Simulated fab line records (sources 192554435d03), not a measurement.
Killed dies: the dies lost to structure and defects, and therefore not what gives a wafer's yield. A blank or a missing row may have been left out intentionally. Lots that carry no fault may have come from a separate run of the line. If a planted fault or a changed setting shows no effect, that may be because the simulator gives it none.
Problem report in the 8D (eight disciplines) form, filled by code    flow n5-finfet    the parts of the form that need people (team, actions taken, sign-off) are left out

== 1. THE PROBLEM ==
At N5_BEOL_M5_CO_CAP_78, run-length-s averages 99.5 s over 3 wafers from 3 lots, while fault-free wafers read 125.0 s, standard deviation 0.48. Measured from the usual mean, that is -53 standard deviations.
The step: material Co, precursor CCTBA/H2, target thk 2 nm, time 102.1 s.
First seen on wafer L469.5, day 11 18:39, on cvd-co-02. The record holds 36 wafers of 12 lots with a number at this step. The rule behind "out" and "out of limits": a value lying over 4 standard deviations away from the usual mean. The rest of the wafers with a number are treated as sound.

== 2. WHAT IT IS, WHAT IT ISN'T ==
question                     is                      is not
which readings at this step  run-length-s            heater-power-w
which lots                   L469, L472, L473        L456, L460, L461, L462, L464, L466, L468, L478, L479
which wafers of those lots   L469.5, L472.1, L473.5  L469.4, L469.6, L472.4, L472.6, L473.2, L473.3
read on which tools          cvd-co-02               cvd-co-01
when                         from day 11 18:39       up to then (20 sound wafers); but 13 sound wafers of L468, L472, L473, L478, L479 came after

== 3. WHAT RULES OUT EACH SUSPECT ==
Counting: if a tool at a process step up to the reading ran every lot that is out, it stays a suspect. Sound lots after the first of them don't rule it out here, since some wafers of a struck lot are sound.
- cvd-co-02 at N5_BEOL_M5_CO_CAP_78 (material Co, precursor CCTBA/H2, target thk 2 nm, time 102.1 s): kept. Every lot that is out went through it, the first being L469 (day 11 18:39); the last sound lot it ran before that was L466 (day 10 22:16). Its own readings are out on those wafers: run-length-s.
Remaining after the count: cvd-co-02 at N5_BEOL_M5_CO_CAP_78.

== 4. THE CAUSE (what the simulator had put in) ==
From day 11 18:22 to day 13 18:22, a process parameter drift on cvd-co-02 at N5_BEOL_M5_CO_CAP_78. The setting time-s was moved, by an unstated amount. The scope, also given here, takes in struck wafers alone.
After counting, this tool was the only one left.

== 5. THE EFFECT CHAIN, in route order ==
Each row: a reading whose mean over the struck wafers that have a number lies more than 3 standard deviations from the usual. Scope: only readings with a usual standard deviation given in the record; hours: median across lots of the time from each lot's start at the first step in this table that gives one to its start at this step; sigmas: change in usual standard deviations.
hours  step                  reading       usual    on struck wafers  change  sigmas
0      N5_BEOL_M5_CO_CAP_78  run-length-s  125.0 s  99.5              -25.5   -53
Here are the process steps it includes:
- N5_BEOL_M5_CO_CAP_78: material Co, precursor CCTBA/H2, target thk 2 nm, time 102.1 s.

== 6. HOW IT WOULD HAVE BEEN CAUGHT EARLIER ==
0 hours passed between the start of the fault at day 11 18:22 and the first reading out of limits in this record, taken at day 11 18:39.
